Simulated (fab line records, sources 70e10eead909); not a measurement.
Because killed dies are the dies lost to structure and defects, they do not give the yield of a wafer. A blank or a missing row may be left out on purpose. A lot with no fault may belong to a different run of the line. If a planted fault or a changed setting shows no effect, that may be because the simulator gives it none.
Which tool was responsible? | flow nand-harc | 11 lots with 33 wafers sampled at 4 steps, on a route of 1159 steps

## WHAT THE GAUGES READ, wafer by wafer
No reading from a measuring or inspecting step in the record can be judged against a usual standard deviation.

## WHICH TOOL RAN EACH LOT (tool, then ch and the chambers of the sampled wafers, then the start)
lot  | NHARC_A_M1_DEP_33               | NHARC_A_BONDPAD_DESCUM_11          | NHARC_A_BONDPAD_ETCH_34            | NHARC_A_BONDPAD_ETCH_24
L608 | pecvd-01 ch 0,1,2, day 17 22:01 | rie-diel-01 ch 1,2,3, day 17 23:53 | rie-diel-01 ch 0,1,2, day 17 23:59 | rie-diel-01 ch 0,1,3, day 18 00:26
L607 | pecvd-02 ch 1,2, day 18 01:10   | rie-diel-01 ch 0,3, day 18 03:04   | rie-diel-01 ch 0,1, day 18 03:09   | rie-diel-01 ch 1,3, day 18 03:37
L609 | pecvd-02 ch 0,1,2, day 18 10:59 | rie-diel-01 ch 0,2,3, day 18 12:58 | rie-diel-01 ch 0,1,3, day 18 13:02 | rie-diel-13 ch 0,1,2, day 18 13:30
L606 | pecvd-02 ch 0,1,2, day 18 11:41 | rie-diel-13 ch 0,1,2, day 18 13:35 | rie-diel-13 ch 2,3, day 18 13:40   | rie-diel-01 ch 0,1, day 18 14:07
L610 | pecvd-04 ch 0,1,2, day 18 12:40 | rie-diel-01 ch 2,3, day 18 14:35   | rie-diel-01 ch 1,2, day 18 14:40   | rie-diel-13 ch 1,3, day 18 15:07
L611 | pecvd-02 ch 0,2, day 18 15:29   | rie-diel-01 ch 0,1,3, day 18 17:33 | rie-diel-01 ch 0,1,3, day 18 17:38 | rie-diel-01 ch 1,2,3, day 18 18:06
L613 | pecvd-02 ch 1,2, day 19 20:55   | rie-diel-01 ch 1,2,3, day 19 22:46 | rie-diel-01 ch 1,2,3, day 19 22:50 | rie-diel-01 ch 1,2, day 19 23:18
L614 | pecvd-01 ch 0,1,2, day 20 04:34 | rie-diel-13 ch 1,2,3, day 20 06:33 | rie-diel-13 ch 0,1,3, day 20 06:38 | rie-diel-01 ch 0,1,3, day 20 07:06
L622 | pecvd-04 ch 0,1, day 21 12:08   | rie-diel-13 ch 0,2,3, day 21 14:05 | rie-diel-13 ch 0,2,3, day 21 14:10 | rie-diel-13 ch 1,3, day 21 14:38
L619 | pecvd-04 ch 0,1,2, day 21 19:28 | rie-diel-01 ch 0,2, day 21 21:26   | rie-diel-01 ch 0,2, day 21 21:30   | rie-diel-01 ch 0,1,2, day 21 21:58
L625 | pecvd-01 ch 0,1,2, day 22 05:39 | rie-diel-01 ch 1,2,3, day 22 07:40 | rie-diel-01 ch 0,1,3, day 22 07:44 | rie-diel-13 ch 1,3, day 22 08:15
- NHARC_A_M1_DEP_33: deposits SiCN, target thk 30 nm.
- NHARC_A_BONDPAD_DESCUM_11: chemistry O2, time 3 s.
- NHARC_A_BONDPAD_ETCH_34: etches the open film in N2/H2, target depth 60 nm, overetch 18 nm, time 65.91 s.
- NHARC_A_BONDPAD_ETCH_24: etches the open film in CF4/N2, target depth 30 nm, time 72.99 s.

## WHAT THE TOOLS THEMSELVES READ (means of the sampled wafers that have a number; where no wafer has one, the mark that the record gives instead)
NHARC_A_M1_DEP_33. Usual: heater-power-outer-w 295 W, standard deviation 60; heater-power-w 528 W, standard deviation 84; susceptor-temp-C 369.99 C, standard deviation 0.21.
lot  | tool     | heater-power-outer-w (W) | heater-power-w (W) | susceptor-temp-C (C) | flag
L608 | pecvd-01 | 307                      | 554                | 369.93               |
L607 | pecvd-02 | 310                      | 533                | 369.78               |
L609 | pecvd-02 | 246                      | 469                | 369.91               |
L606 | pecvd-02 | 284                      | 514                | 369.88               |
L610 | pecvd-04 | 298                      | 511                | 370.01               |
L611 | pecvd-02 | 293                      | 538                | 370.08               |
L613 | pecvd-02 | 295                      | 494                | 370.04               |
L614 | pecvd-01 | 294                      | 549                | 369.86               |
L622 | pecvd-04 | 291                      | 513                | 369.79               |
L619 | pecvd-04 | 305                      | 537                | 369.93               |
L625 | pecvd-01 | 304                      | 561                | 369.93               |

NHARC_A_BONDPAD_DESCUM_11. Usual: drypump-motor-current-A 5.6 A, standard deviation 0.52; mfc-ar-sccm 0.003 sccm, standard deviation 0.0053; oes-product-au 0.999 a.u., standard deviation 0.012; rf-vpp-V 57.8 V, standard deviation 0.84; showerhead-plenum-p-Torr 1.90 Torr, standard deviation 0.056; throttle-valve-pct 11.312 %, standard deviation 0.0091.
lot  | tool        | drypump-motor-current-A (A) | mfc-ar-sccm (sccm) | oes-product-au (a.u.) | rf-vpp-V (V) | showerhead-plenum-p-Torr (Torr) | throttle-valve-pct (%) | flag
L608 | rie-diel-01 | 5.6                         | 0.002              | 1.005                 | 58.1         | 1.87                            | 11.313                 |
L607 | rie-diel-01 | 5.2                         | 0.000              | 0.998                 | 57.3         | 1.90                            | 11.312                 |
L609 | rie-diel-01 | 5.2                         | 0.002              | 1.003                 | 57.3         | 1.89                            | 11.307                 |
L606 | rie-diel-13 | 6.2                         | 0.000              | 0.988                 | 57.3         | 1.88                            | 11.302                 |
L610 | rie-diel-01 | 5.3                         | 0.002              | 0.994                 | 57.4         | 1.87                            | 11.308                 |
L611 | rie-diel-01 | 5.6                         | 0.000              | 1.006                 | 57.6         | 1.90                            | 11.307                 |
L613 | rie-diel-01 | 5.6                         | 0.002              | 0.995                 | 57.9         | 1.87                            | 11.314                 |
L614 | rie-diel-13 | 5.8                         | 0.004              | 0.994                 | 58.0         | 1.95                            | 11.318                 |
L622 | rie-diel-13 | 5.7                         | 0.004              | 0.987                 | 57.9         | 2.00                            | 11.311                 |
L619 | rie-diel-01 | 5.1                         | 0.002              | 1.009                 | 57.1         | 1.90                            | 11.316                 |
L625 | rie-diel-01 | 5.6                         | 0.002              | 0.994                 | 58.5         | 1.87                            | 11.313                 |

NHARC_A_BONDPAD_ETCH_34. Usual: drypump-motor-current-A 5.6 A, standard deviation 0.52; mfc-ar-sccm 0.003 sccm, standard deviation 0.0051; oes-product-au 1.000 a.u., standard deviation 0.012; rf-vpp-V 430.2 V, standard deviation 2; run-length-s 87.4 s, standard deviation 0.37; showerhead-plenum-p-Torr 2.03 Torr, standard deviation 0.065; throttle-valve-pct 14.171 %, standard deviation 0.0091.
lot  | tool        | drypump-motor-current-A (A) | mfc-ar-sccm (sccm) | oes-product-au (a.u.) | rf-vpp-V (V) | run-length-s (s) | showerhead-plenum-p-Torr (Torr) | throttle-valve-pct (%) | flag
L608 | rie-diel-01 | 5.6                         | 0.002              | 1.007                 | 429.3        | 87.7             | 2.01                            | 14.171                 |
L607 | rie-diel-01 | 5.5                         | 0.000              | 1.004                 | 431.3        | 87.5             | 2.04                            | 14.177                 |
L609 | rie-diel-01 | 5.6                         | 0.000              | 1.000                 | 430.1        | 87.2             | 2.02                            | 14.165                 |
L606 | rie-diel-13 | 5.3                         | 0.007              | 0.995                 | 433.0        | 87.3             | 2.10                            | 14.161                 |
L610 | rie-diel-01 | 5.6                         | 0.003              | 1.014                 | 428.9        | 87.5             | 1.98                            | 14.169                 |
L611 | rie-diel-01 | 5.6                         | 0.000              | 1.007                 | 430.2        | 87.6             | 2.02                            | 14.168                 |
L613 | rie-diel-01 | 5.6                         | 0.002              | 1.003                 | 428.4        | 87.4             | 1.99                            | 14.178                 |
L614 | rie-diel-13 | 5.8                         | 0.004              | 0.998                 | 431.8        | 87.5             | 2.12                            | 14.178                 |
L622 | rie-diel-13 | 5.7                         | 0.004              | 0.986                 | 433.3        | 87.3             | 2.13                            | 14.171                 |
L619 | rie-diel-01 | 5.2                         | 0.003              | 1.006                 | 428.8        | 87.6             | 2.00                            | 14.174                 |
L625 | rie-diel-01 | 5.6                         | 0.000              | 1.001                 | 429.8        | 87.2             | 2.02                            | 14.181                 |

NHARC_A_BONDPAD_ETCH_24. Usual: drypump-motor-current-A 5.6 A, standard deviation 0.52; mfc-ar-sccm 150.0 sccm, standard deviation 0.45; oes-product-au 0.999 a.u., standard deviation 0.012; rf-vpp-V 313.9 V, standard deviation 1.4; run-length-s 94.5 s, standard deviation 0.36; showerhead-plenum-p-Torr 2.61 Torr, standard deviation 0.072; throttle-valve-pct 19.796 %, standard deviation 0.0083.
lot  | tool        | drypump-motor-current-A (A) | mfc-ar-sccm (sccm) | oes-product-au (a.u.) | rf-vpp-V (V) | run-length-s (s) | showerhead-plenum-p-Torr (Torr) | throttle-valve-pct (%) | flag
L608 | rie-diel-01 | 5.6                         | 149.6              | 1.007                 | 313.4        | 94.3             | 2.60                            | 19.789                 |
L607 | rie-diel-01 | 5.7                         | 149.9              | 0.996                 | 314.2        | 94.6             | 2.58                            | 19.796                 |
L609 | rie-diel-13 | 6.1                         | 150.4              | 0.988                 | 313.7        | 94.5             | 2.58                            | 19.794                 |
L606 | rie-diel-01 | 5.9                         | 149.8              | 1.010                 | 313.7        | 94.5             | 2.60                            | 19.806                 |
L610 | rie-diel-13 | 5.5                         | 149.8              | 0.999                 | 315.7        | 94.4             | 2.68                            | 19.803                 |
L611 | rie-diel-01 | 5.6                         | 150.1              | 1.007                 | 312.5        | 94.5             | 2.57                            | 19.799                 |
L613 | rie-diel-01 | 5.9                         | 149.9              | 1.003                 | 313.4        | 94.8             | 2.57                            | 19.796                 |
L614 | rie-diel-01 | 5.6                         | 150.3              | 0.999                 | 313.6        | 94.7             | 2.60                            | 19.791                 |
L622 | rie-diel-13 | 5.5                         | 150.2              | 0.985                 | 314.8        | 94.6             | 2.67                            | 19.796                 |
L619 | rie-diel-01 | 5.5                         | 150.0              | 1.001                 | 313.5        | 87.2             | 2.59                            | 19.786                 | OFF
L625 | rie-diel-13 | 5.9                         | 150.3              | 0.986                 | 313.8        | 94.6             | 2.64                            | 19.792                 |

## THE ANSWER, worked out from the rows above alone
Rule: take the mean of a lot's wafers that have a number; if it is more than 3 standard deviations from the usual mean, the lot is off. A lot without any number at a reading at which 4 lots or more have one is off too. Where the step has rows for the other lots, those lots are counted as sound. Order of review: gauges by route order, followed by the tools' own readings, for which a lot's mean as printed above is used. At the first step where some lot is off, the reading lying furthest off is the one used; lots without a number count as furthest.
Off at NHARC_A_BONDPAD_ETCH_24 (run-length-s): L619.
A tool fits if, at that step or a process step before it, it ran every lot that is off, and no sound lot after the first of them. 2 tools fit, pecvd-04 at NHARC_A_M1_DEP_33 and rie-diel-01 at NHARC_A_BONDPAD_ETCH_24, so this cannot tell which one it is.

## WHAT THE SIMULATOR PUT IN
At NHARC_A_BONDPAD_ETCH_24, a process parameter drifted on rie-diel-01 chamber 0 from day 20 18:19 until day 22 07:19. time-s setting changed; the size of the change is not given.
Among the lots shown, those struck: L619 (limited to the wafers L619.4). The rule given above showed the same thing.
